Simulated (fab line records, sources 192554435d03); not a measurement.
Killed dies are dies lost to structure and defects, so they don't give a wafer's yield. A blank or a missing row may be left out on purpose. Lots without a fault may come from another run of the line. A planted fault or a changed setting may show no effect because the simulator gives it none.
fab line records | flow n5_finfet
record lots=7 wafers=39
route steps=1938 shown FIN_SAQP@143 DUMMY_GATE@243 GATE_CUT@500 MOL_CONTACT_COAG@535
start_h: hours from the record's first day to the start of the lot's first wafer shown | wait_h: hours since the lot's step before | " the same as in the row above | L1.1+2: a row that stands for several wafers | - no value, or no start given | * or withheld: withheld | < > ~ a bound
route shown NAME@n: a module of which the file shows steps, and the number in the route of the first | usual: mean/standard deviation of fault-free wafers | same: alike in all rows | chamber/n: place in a boat | sites: the reading at each site | _std_site: their standard deviation | _edge_site: outer sites' mean less inner sites' | radius_mm: how far each site lies from the wafer's centre | mask NAME#n: copy n | behind: the tool/chamber that last shaped the wafer | hold: why the lot was held/for how many hours/how that ended | device: the transistor (n, p or np) that didn't switch | end of line: the same wafers' tests at the end of the route | a step without rows: its recipe alone | killed: dies lost to structure and defects at the first sort, not the wafer's yield | map: a wafer's dies, x killed, . not, _ none there
set.NAME: the setting as run; set.NAME@STEP: as run at that earlier step | model.NAME: the simulator's own value behind a step, which no gauge read
lots whose settings were changed on purpose; a table a step, a row a wafer
## steps
# step N5_FIN_SAQP_ETCH_34
# recipe chemistry=C4F6/O2 target=SiO2 target_depth_a=450 time_s=15 ion_energy_ev=250 pressure_mtorr=30 source_w=345 bias_w=185 Ar_flow_sccm=300 C4F6_flow_sccm=10 O2_flow_sccm=10 ends=cleared
# usual rf_vpp_V=668/6.3
# columns lot.wafer tool chamber start_h wait_h set.source_w rf_vpp_V
L075.1 rie_diel-04 3 33.41 0.0 345 672
L075.2 " 1 " " 411.2 613
L075.3 " 2 " " 411.2 614
L075.4 " 1 " " 345 672
L075.5 " 3 " " 411.2 614
L075.6 " 2 " " 345 673
L081.1 rie_diel-05 2 69.12 0.0 345 665
L081.2 " 1 " " 345 675
L081.3 " 0 " " 345 655
L084.1 rie_diel-05 3 86.51 0.0 345 670
L084.2 " 0 " " 345 654
L084.3 " 1 " " 345 675
L084.4 " 2 " " 345 665
L084.5 " 3 " " 345 671
L084.6 " 2 " " 345 667
L086.1 rie_diel-06 1 98.79 0.0 345 665
L086.2 " 2 " " 324.9 684
L086.3 " 3 " " 324.9 683
L086.4 " 2 " " 345 663
L086.5 " 1 " " 324.9 686
L086.6 " 3 " " 345 663
L087.1 rie_diel-04 2 103.01 0.0 345 672
L087.2 " 3 " " 345 671
L087.3 " 0 " " 345 682
L087.4 " 1 " " 345 669
L087.5 " 1 " " 345 670
L087.6 " 0 " " 345 684
L095.1 rie_diel-05 2 152.33 0.0 345 665
L095.2 " 3 " " 345 667
L095.3 " 1 " " 321.4 699
L095.4 " 0 " " 321.4 691
L095.5 " 1 " " 345 676
L095.6 " 2 " " 321.4 690
L096.1 rie_diel-04 3 157.94 0.0 345 670
L096.2 " 2 " " 345 671
L096.3 " 0 " " 345 682
L096.4 " 1 " " 345 669
L096.5 " 2 " " 345 671
L096.6 " 3 " " 345 671
# step N5_DUMMY_GATE_ETCH_31
# recipe chemistry=C4F6/O2 target=SiO2 mask_material=SOC target_depth_a=825 time_s=27.5 ion_energy_ev=250 pressure_mtorr=30 source_w=345 bias_w=185 Ar_flow_sccm=300 C4F6_flow_sccm=10 O2_flow_sccm=10
# columns lot.wafer tool chamber start_h wait_h set.target_depth_a model.etch.depth_nm
L075.1 rie_diel-03 2 54.58 0.0 770.1 77.5
L075.2 " 1 " " 825 82.32
L075.3 " 0 " " 825 80.71
L075.4 " 3 " " 825 82.64
L075.5 " 1 " " 770.1 77.1
L075.6 " 0 " " 770.1 76.32
L081.1 rie_diel-01 0 89.13 0.0 825 83.59
L081.2 " 2 " " 825 84.94
L081.3 " 3 " " 825 82.4
L084.1 rie_diel-01 3 107.15 0.0 825 82.8
L084.2 " 2 " " 825 84.57
L084.3 " 0 " " 825 82.95
L084.4 " 1 " " 825 84.33
L084.5+6 " 3,0 " " 825 84.03
L086.1 rie_diel-02 3 122.91 0.1 825 80.76
L086.2 " 2 " " 825 83.18
L086.3 " 1 " " 825 82.48
L086.4 " 0 " " 825 82.26
L086.5 " 2 " " 825 82.82
L086.6 " 3 " " 825 81.08
L087.1 rie_diel-03 0 126.75 0.0 788.1 77.69
L087.2 " 2 " " 788.1 79.38
L087.3 " 1 " " 825 82.13
L087.4 " 3 " " 825 84.69
L087.5 " 3 " " 788.1 81.27
L087.6 " 2 " " 825 82.9
L095.1 rie_diel-02 3 172.52 0.0 825 80.97
L095.2 " 0 " " 866.9 86.41
L095.3 " 1 " " 866.9 86.42
L095.4 " 2 " " 866.9 87.3
L095.5 " 2 " " 825 83.17
L095.6 " 1 " " 825 81.82
L096.1 rie_diel-01 0 181.68 0.0 825 82.17
L096.2 " 2 " " 852 87.41
L096.3 " 1 " " 825 83.41
L096.4 " 3 " " 852 85.31
L096.5 " 0 " " 852 85.24
L096.6 " 1 " " 825 82.9
# step N5_GATE_CUT_CUT_ETCH_53
# recipe chemistry=SF6/Cl2 target=W mask_material=SiO2 target_depth_a=792 pressure_mtorr=8 icp_w=900 bias_w=80 SF6_flow_sccm=40 Cl2_flow_sccm=60 ends=cleared
# usual etch_rf_on_time_s=26.3/0.33
# columns lot.wafer tool chamber start_h wait_h set.icp_w etch_rf_on_time_s
L075.1 rie_metal-01 0 91.68 0.1 900 25.9
L075.2 " 1 " " 900 26.4
L075.3 " 0 " " 900 26.2
L075.4 " 1 " " 900 26.3
L075.5 " 0 " " 900 25.9
L075.6 " 1 " " 900 26.4
L081.1 rie_metal-02 1 128.25 0.1 900 26.7
L081.2 " 0 " " 900 26.3
L081.3 " 0 " " 900 26.6
L084.1 rie_metal-03 0 145.98 0.1 900 26.2
L084.2 " 0 " " 900 26.3
L084.3 " 0 " " 900 26.3
L084.4 " 0 " " 900 26.2
L084.5 " 0 " " 900 26.4
L084.6 " 0 " " 900 26.3
L086.1 rie_metal-01 1 161.23 0.1 900 26.2
L086.2 " 0 " " 825.1 28.1
L086.3 " 1 " " 825.1 28.3
L086.4 " 0 " " 900 26.2
L086.5 " 0 " " 900 25.9
L086.6 " 1 " " 825.1 28.3
L087.1 rie_metal-03 0 163.00 0.1 1037 23.3
L087.2 " 1 " " 1037 23.0
L087.3 " 1 " " 900 25.9
L087.4 " 0 " " 900 26.2
L087.5 " 1 " " 900 26.0
L087.6 " 0 " " 1037 23.2
L095.1 rie_metal-02 1 209.64 0.1 900 26.4
L095.2 " 0 " " 1054 23.0
L095.3 " 0 " " 900 26.1
L095.4 " 1 " " 900 26.8
L095.5 " 0 " " 1054 22.9
L095.6 " 1 " " 1054 23.3
L096.1 rie_metal-03 1 221.25 0.1 999.2 23.7
L096.2 " 0 " " 900 26.0
L096.3 " 0 " " 900 26.0
L096.4 " 1 " " 999.2 23.9
L096.5 " 0 " " 900 26.3
L096.6 " 1 " " 999.2 23.7
# step N5_MOL_CONTACT_COAG_CONTACT_ETCH_14
# recipe chemistry=C4F6/O2 target=SiO2 target_depth_a=275 overetch_a=85 mask_material=SOC pressure_mtorr=30 source_w=370 bias_w=185 Ar_flow_sccm=300 C4F6_flow_sccm=16 O2_flow_sccm=10 time_s=20 ion_energy_ev=259.6
# usual rf_vpp_V=694.3/2.6
# columns lot.wafer tool chamber start_h wait_h set.source_w rf_vpp_V
L075.1 rie_diel-04 0 95.55 0.0 370 694.8
L075.2 " 1 " " 345.5 708.9
L075.3 " 2 " " 345.5 709.5
L075.4 " 3 " " 370 694.7
L075.5 " 0 " " 370 694.3
L075.6 " 3 " " 345.5 709.3
L081.1 rie_diel-05 3 131.97 0.0 370 691.5
L081.2 " 1 " " 370 696.7
L081.3 " 2 " " 370 696.5
L084.1 rie_diel-05 2 151.55 0.0 400.5 681.1
L084.2 " 3 " " 370 692.5
L084.3 " 1 " " 400.5 681.8
L084.4 " 0 " " 400.5 682.2
L084.5 " 3 " " 370 692.2
L084.6 " 0 " " 370 700.0
L086.1 rie_diel-05 2 165.42 0.0 370 695.2
L086.2 " 0 " " 370 698.8
L086.3 " 1 " " 370 695.9
L086.4 " 3 " " 370 692.2
L086.5 " 2 " " 370 693.0
L086.6 " 3 " " 370 690.2
L087.1 rie_diel-04 2 166.83 0.0 336.9 714.1
L087.2 " 3 " " 336.9 716.3
L087.3 " 0 " " 336.9 718.5
L087.4 " 1 " " 370 693.7
L087.5 " 0 " " 370 693.3
L087.6 " 1 " " 370 694.7
L095.1 rie_diel-06 3 213.34 0.0 370 688.1
L095.2 " 1 " " 370 698.3
L095.3 " 2 " " 308.3 728.0
L095.4 " 0 " " 308.3 730.1
L095.5 " 0 " " 308.3 729.9
L095.6 " 3 " " 370 688.0
L096.1 rie_diel-05 1 225.01 0.0 370 696.6
L096.2 " 0 " " 370 698.6
L096.3 " 2 " " 422.9 669.2
L096.4 " 0 " " 422.9 670.1
L096.5 " 2 " " 422.9 668.2
L096.6 " 1 " " 370 696.9
# step N5_MOL_CONTACT_COAG_ALD_131
# recipe material=SiO2 target_thk_a=50 temp_c=100 ald_precursor_family=BDEAS ald_co_reactant=O2-plasma pulse_time_s=1 co_reactant_pulse_time_s=1 purge_time_s=2 co_reactant_purge_time_s=2 ald_cycles=35 pressure_torr=2
# columns lot.wafer tool chamber start_h wait_h set.ald_cycles model.SiO2_of_MOL_CONTACT_COAG_ALD_131.thk_nm
L075.1+3+5 ald_sin-02 2,3,0 110.22 0.1 35 5
L075.2+4+6 " 1,0,1 " " 31 4.4
L081.1+2+3 ald_sin-02 0,3,1 141.95 0.1 35 5
L084.1+2+3+4+5+6 ald_sin-03 1,3,0,2,3,2 163.87 0.1 35 5
L086.1+2+3+4+5+6 ald_sin-03 1,2,3,0,3,0 178.60 0.1 35 5
L087.1+2+3+4+5+6 ald_sin-03 0,2,3,1,0,1 181.81 1.5 35 5
L095.1+4+5 ald_sin-03 0,2,3 223.31 0.1 35 5
L095.2 " 3 " " 37 5.4
L095.3+6 " 1,2 " " 37 5.2
L096.1+2+5 ald_sin-02 2,3,3 236.15 0.1 39 5.6
L096.3+4+6 " 1,0,2 " " 35 5
## key
split step=N5_FIN_SAQP_ETCH_34 setting=source_w stated=345 by=wafer
response step=N5_FIN_SAQP_ETCH_34 reading=rf_vpp_V change=-3.13 per=1% r=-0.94
split step=N5_DUMMY_GATE_ETCH_31 setting=target_depth_a stated=825 by=wafer
response step=N5_DUMMY_GATE_ETCH_31 reading=model.etch.depth_nm change=+0.834 per=1% r=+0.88
split step=N5_GATE_CUT_CUT_ETCH_53 setting=icp_w stated=900 by=wafer
response step=N5_GATE_CUT_CUT_ETCH_53 reading=etch_rf_on_time_s change=* per=1% r=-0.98
split step=N5_MOL_CONTACT_COAG_CONTACT_ETCH_14 setting=source_w stated=370 by=wafer
response step=N5_MOL_CONTACT_COAG_CONTACT_ETCH_14 reading=rf_vpp_V change=-2.14 per=1% r=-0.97
split step=N5_MOL_CONTACT_COAG_ALD_131 setting=ald_cycles stated=35 by=wafer
response step=N5_MOL_CONTACT_COAG_ALD_131 reading=model.SiO2_of_MOL_CONTACT_COAG_ALD_131.thk_nm change=+0.0519 per=1% r=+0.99
